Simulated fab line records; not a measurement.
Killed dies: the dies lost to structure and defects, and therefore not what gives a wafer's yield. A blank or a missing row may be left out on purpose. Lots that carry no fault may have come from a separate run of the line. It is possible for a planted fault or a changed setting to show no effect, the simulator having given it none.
Matching of chambers -- flow n5-finfet -- N5_STI_FIN_REVEAL_CMP_04 on cmp-04: 4 sister chambers
The step polishes, stops on Si3N4, t overpolish 4 s, target thk 131.83 nm. 16 wafers are shown with their chamber, then 8 later ones without.

## EACH WAFER AND ITS CHAMBER
wafer,chamber,motor-current-A (A),time-to-endpoint-s (s),overpolish-run-s (s)
L076.2,0,7.8,114,4.007
L076.3,2,10.0,119,4.006
L076.4,3,7.3,115,3.995
L077.2,0,8.0,115,3.992
L077.3,3,7.6,117,3.994
L077.5,1,10.0,108,3.986
L085.3,3,7.5,102,3.991
L085.4,0,8.1,96,4.004
L085.5,3,7.3,104,4.014
L088.3,3,7.8,101,3.995
L088.4,1,10.0,98,4.007
L088.5,3,7.5,102,4.010
L091.3,0,7.7,102,3.988
L091.4,1,10.4,99,3.998
L091.5,1,10.2,98,3.997
L094.1,1,9.8,100,4.011

SIGNATURES, as means of the wafers listed above
reading,chamber 0,chamber 1,chamber 2,chamber 3,scatter within a chamber
motor-current-A,7.900,10.080,10.000,7.500,0.202
time-to-endpoint-s,106.75,100.60,119.00,106.83,7
overpolish-run-s,3.99775,3.99980,4.00600,3.99983,0.00955
Rule: for each reading, subtract the chamber's mean from the wafer's reading, divide by that reading's scatter and square the result; add these up over the readings and take the root, which gives the wafer's distance from the chamber. The wafer belongs to the nearest chamber; if the next one is less than 2 further off, it can't be placed. How the scatter is found: for the shown wafers, subtract from each reading the mean of its chamber, square and add these, divide the total by (wafers less chambers), then take the root.

## WAFERS MISSING THEIR CHAMBER
wafer,motor-current-A (A),time-to-endpoint-s (s),overpolish-run-s (s)
L094.4,8.2,100,4.006
L094.5,7.8,107,3.999
L095.1,7.6,106,4.005
L095.4,9.6,114,3.990
L095.6,9.6,109,4.007
L096.3,7.7,105,4.006
L096.5,7.3,108,3.998
L096.6,10.0,108,3.996

## CHAMBER TAKEN BY EACH
wafer,from the rows above,in truth
L094.4,can't be placed: 0 or 3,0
L094.5,can't be placed: 0 or 3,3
L095.1,can't be placed: 3 or 0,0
L095.4,can't be placed: 2 or 1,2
L095.6,can't be placed: 2 or 1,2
L096.3,can't be placed: 3 or 0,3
L096.5,can't be placed: 3 or 0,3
L096.6,can't be placed: 1 or 2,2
0 of 8 placed correctly. Not placeable from these rows: 8 (in 8, the candidates include the true chamber). Placed wrongly: 0.
